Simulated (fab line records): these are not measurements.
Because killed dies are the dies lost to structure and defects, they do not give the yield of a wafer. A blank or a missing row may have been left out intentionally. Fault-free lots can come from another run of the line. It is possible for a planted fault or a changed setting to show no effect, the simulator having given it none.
Which tool was responsible? -- flow n5_finfet -- 7 lots with 21 wafers sampled at 7 steps, on a route of 1938 steps

## WHAT THE GAUGES READ, wafer by wafer
N5_MOL_CONTACT_COAG_CD_MEAS_101: the cd target is 16 nm.
lot,measured,on,cd_nm (nm)
L258,day 6 05:53,cd_sem-03,16.3 16.3 16.0
L267,day 8 19:50,cd_sem-01,- - -
L268,day 8 20:10,cd_sem-02,- - -
L271,day 9 12:31,cd_sem-01,15.7 15.5 15.8
L272,day 9 15:56,cd_sem-02,16.7 17.1 16.5
L275,day 10 15:34,cd_sem-03,15.2 15.9 16.0
L276,day 10 17:40,cd_sem-03,15.5 16.3 15.0

N5_BEOL_M4_RC_MEAS_101.
lot,measured,on,DIBL_N (mV/V),DIBL_P (mV/V),IOFF_N (nA/um),IOFF_P (nA/um),ION_N (uA/um),ION_P (uA/um),SS_N (mV/dec),SS_P (mV/dec),VT_N (mV),VT_P (mV)
L258,day 9 01:54,prober-01,36.7 36.7 36.5,38.7 36.8 38.3,0.17 0.16 0.16,0.26 0.21 0.25,681 671 679,475 459 473,70.8 71.5 71.2,74.1 72.5 73.6,248 251 251,-247 -251 -247
L271,day 12 22:21,prober-02,33.5 36.2 37.3,30.7 35.0 35.0,0.10 0.14 0.16,0.13 0.18 0.18,640 664 666,440 452 448,71.0 71.2 72.1,72.3 73.1 73.3,257 250 250,-258 -254 -253
L272,day 12 22:43,prober-01,32.3 36.5 32.7,33.6 38.5 34.1,0.11 0.18 0.12,0.14 0.20 0.14,657 679 663,445 458 449,71.2 72.3 71.1,72.2 73.7 72.2,256 249 254,-257 -252 -258
L275,day 13 20:28,prober-01,37.8 38.4 40.4,36.6 36.6 38.7,0.16 0.16 0.22,0.20 0.21 0.24,677 656 668,459 444 451,71.3 71.8 72.2,73.3 72.9 73.2,250 253 247,-256 -252 -253
L276,day 14 07:43,prober-02,37.7 40.0 35.8,38.9 40.9 37.0,0.19 0.24 0.15,0.28 0.30 0.23,670 696 677,460 474 471,72.9 73.1 71.6,73.9 74.6 73.2,249 244 250,-247 -245 -248

## WHICH TOOL RAN EACH LOT (tool, then ch and the chambers of the sampled wafers, then the start)
lot,N5_MOL_CONTACT_COAG_ETCHBACK_135,N5_MOL_CONTACT_COAG_STRIP_119,N5_MOL_CONTACT_COAG_ETCHBACK_134,N5_MOL_CONTACT_COAG_VIA_ETCH_117,N5_MOL_CONTACT_COAG_ETCH_124
L258,"rie_diel-03 ch 1,2, day 6 03:49","plasma_asher-01 ch 0,1, day 6 04:02","rie_diel-01 ch 0,1,3, day 6 05:22","rie_diel-01 ch 0,1,3, day 6 05:32","rie_diel-01 ch 0,1,3, day 6 05:34"
L267,"rie_diel-03 ch 1,3, day 8 17:49","plasma_asher-02 ch 0,1, day 8 18:02","rie_diel-01 ch 0,2,3, day 8 19:19","rie_diel-01 ch 0,2,3, day 8 19:28","rie_diel-01 ch 0,2,3, day 8 19:30"
L268,"rie_diel-01 ch 0,1,3, day 8 18:04","plasma_asher-01 ch 0,1, day 8 18:17","rie_diel-01 ch 1,2,3, day 8 19:40","rie_diel-01 ch 1,2,3, day 8 19:49","rie_diel-01 ch 1,2,3, day 8 19:50"
L271,"rie_diel-01 ch 1,3, day 9 09:53","plasma_asher-01 ch 0,1, day 9 10:07","rie_diel-01 ch 0,2, day 9 12:00","rie_diel-01 ch 0,2, day 9 12:10","rie_diel-01 ch 0,2, day 9 12:11"
L272,"rie_diel-05 ch 1,2,3, day 9 14:02","plasma_asher-02 ch 0, day 9 14:16","rie_diel-01 ch 1,3, day 9 15:26","rie_diel-01 ch 1,3, day 9 15:35","rie_diel-01 ch 1,3, day 9 15:37"
L275,"rie_diel-05 ch 1,2, day 10 13:45","plasma_asher-02 ch 0,1, day 10 14:04","rie_diel-01 ch 0,2,3, day 10 15:04","rie_diel-01 ch 0,2,3, day 10 15:13","rie_diel-01 ch 0,2,3, day 10 15:15"
L276,"rie_diel-03 ch 0,1,3, day 10 16:01","plasma_asher-02 ch 0,1, day 10 16:14","rie_diel-01 ch 0,2,3, day 10 17:09","rie_diel-01 ch 0,2,3, day 10 17:19","rie_diel-01 ch 0,2,3, day 10 17:20"
- N5_MOL_CONTACT_COAG_ETCHBACK_135: etches SiO2 in CHF3, target depth 25 nm, time 16.7 s.
- N5_MOL_CONTACT_COAG_STRIP_119: strips in N2/H2, time 30 s.
- N5_MOL_CONTACT_COAG_ETCHBACK_134: etches SiO2 in CHF3, target depth 10 nm, time 6.7 s.
- N5_MOL_CONTACT_COAG_VIA_ETCH_117: etches SiO2 in C4F6/O2, target depth 40 nm, overetch 8 nm, time 26 s.
- N5_MOL_CONTACT_COAG_ETCH_124: etches SiNx in CH3F/O2, stops on SiOC, target depth 6.5 nm.

## AS READ BY THE TOOLS THEMSELVES (means over the sampled wafers that have a number; for cases with no such wafer, the mark the record gives instead)
N5_MOL_CONTACT_COAG_ETCHBACK_135.
lot,tool,drypump_motor_current_A (A),oes_product_au (a.u.),rf_vpp_V (V),showerhead_plenum_p_Torr (Torr),throttle_valve_pct (%)
L258,rie_diel-03,5.2,0.85,517,2.34,18.38
L267,rie_diel-03,5.7,0.84,516,2.31,18.48
L268,rie_diel-01,5.9,0.76,535,2.41,18.58
L271,rie_diel-01,5.8,0.77,535,2.40,18.63
L272,rie_diel-05,5.5,0.70,512,2.36,18.88
L275,rie_diel-05,5.7,0.70,509,2.32,18.93
L276,rie_diel-03,5.7,0.81,521,2.39,18.62

N5_MOL_CONTACT_COAG_STRIP_119.
lot,tool,drypump_motor_current_A (A),heater_power_w (W)
L258,plasma_asher-01,5.96,322
L267,plasma_asher-02,5.76,335
L268,plasma_asher-01,5.99,315
L271,plasma_asher-01,5.98,319
L272,plasma_asher-02,5.63,310
L275,plasma_asher-02,5.76,337
L276,plasma_asher-02,5.72,335

N5_MOL_CONTACT_COAG_ETCHBACK_134.
lot,tool,drypump_motor_current_A (A),oes_product_au (a.u.),rf_vpp_V (V),showerhead_plenum_p_Torr (Torr),throttle_valve_pct (%)
L258,rie_diel-01,5.9,0.70,536,2.42,18.72
L267,rie_diel-01,5.7,0.84,527,2.43,18.43
L268,rie_diel-01,5.7,0.84,530,2.43,18.44
L271,rie_diel-01,5.7,0.84,525,2.49,18.43
L272,rie_diel-01,5.8,0.83,533,2.37,18.45
L275,rie_diel-01,5.8,0.81,527,2.42,18.44
L276,rie_diel-01,5.7,0.81,528,2.42,18.45

N5_MOL_CONTACT_COAG_VIA_ETCH_117.
lot,tool,C4F6_flow_sccm (sccm),O2_flow_sccm (sccm),drypump_motor_current_A (A),oes_product_au (a.u.),rf_vpp_V (V),showerhead_plenum_p_Torr (Torr),throttle_valve_pct (%)
L258,rie_diel-01,9.97,9.986,5.9,0.63,1618,2.88,40.6
L267,rie_diel-01,-,-,-,-,-,-,-
L268,rie_diel-01,-,-,-,-,-,-,-
L271,rie_diel-01,10.03,10.031,5.7,0.75,1590,2.97,40.7
L272,rie_diel-01,9.99,9.995,5.8,0.76,1613,2.82,40.2
L275,rie_diel-01,10.00,10.029,5.8,0.74,1599,2.89,40.4
L276,rie_diel-01,9.99,9.999,5.7,0.74,1598,2.89,40.5

N5_MOL_CONTACT_COAG_ETCH_124.
lot,tool,CH3F_flow_sccm (sccm),O2_flow_sccm (sccm),drypump_motor_current_A (A),oes_product_au (a.u.),rf_vpp_V (V),showerhead_plenum_p_Torr (Torr),throttle_valve_pct (%)
L258,rie_diel-01,30.05,20.01,5.9,0.60,303,2.03,16.35
L267,rie_diel-01,30.00,19.99,5.8,0.31,300,2.05,16.04
L268,rie_diel-01,30.00,20.01,5.7,0.32,301,2.05,16.04
L271,rie_diel-01,29.99,19.97,5.7,0.71,299,2.11,16.07
L272,rie_diel-01,30.01,19.97,5.8,0.72,302,1.99,16.06
L275,rie_diel-01,29.97,20.01,5.7,0.71,299,2.04,16.08
L276,rie_diel-01,30.06,19.97,5.7,0.70,300,2.04,16.08

## THE ANSWER, worked out from the rows above alone
Rule: usual is defined by the lots themselves. The widest of any qualifying gaps counts: lots, ordered by their means at a reading, are off when they make up no more than a third of the lots, leave a main group of 4 or more, and stand apart from it by 3 or more times the standard deviation of that group's means. The tables above print the reading to a certain number of digits; a main group whose means all agree to those digits is not used. Also off: a lot with no number at a reading for which 4 or more lots have one. Any other lot the step has rows for is counted as sound. Order of review: gauges by route order, followed by the tools' own readings, for which a lot's mean as printed above is used. The first step at which some lot is off is used, and at that step the reading that is off furthest; a lot without a number counts as furthest.
Off at N5_MOL_CONTACT_COAG_CD_MEAS_101 (cd_nm): L267, L268. Without a number there: L267, L268. Main group: mean 16.0 nm, sd 0.44.
If a tool, at a process step before that reading, ran all the lots that are off and no sound lot after the first of them, it fits. The gauges at N5_MOL_CONTACT_COAG_CD_MEAS_101 aren't tried: what is off there is off at N5_MOL_CONTACT_COAG_VIA_ETCH_117 too, on other tools, and a gauge's error can't cause that. Of those tried, none fits.

## WHAT HAD BEEN PUT IN BY THE SIMULATOR
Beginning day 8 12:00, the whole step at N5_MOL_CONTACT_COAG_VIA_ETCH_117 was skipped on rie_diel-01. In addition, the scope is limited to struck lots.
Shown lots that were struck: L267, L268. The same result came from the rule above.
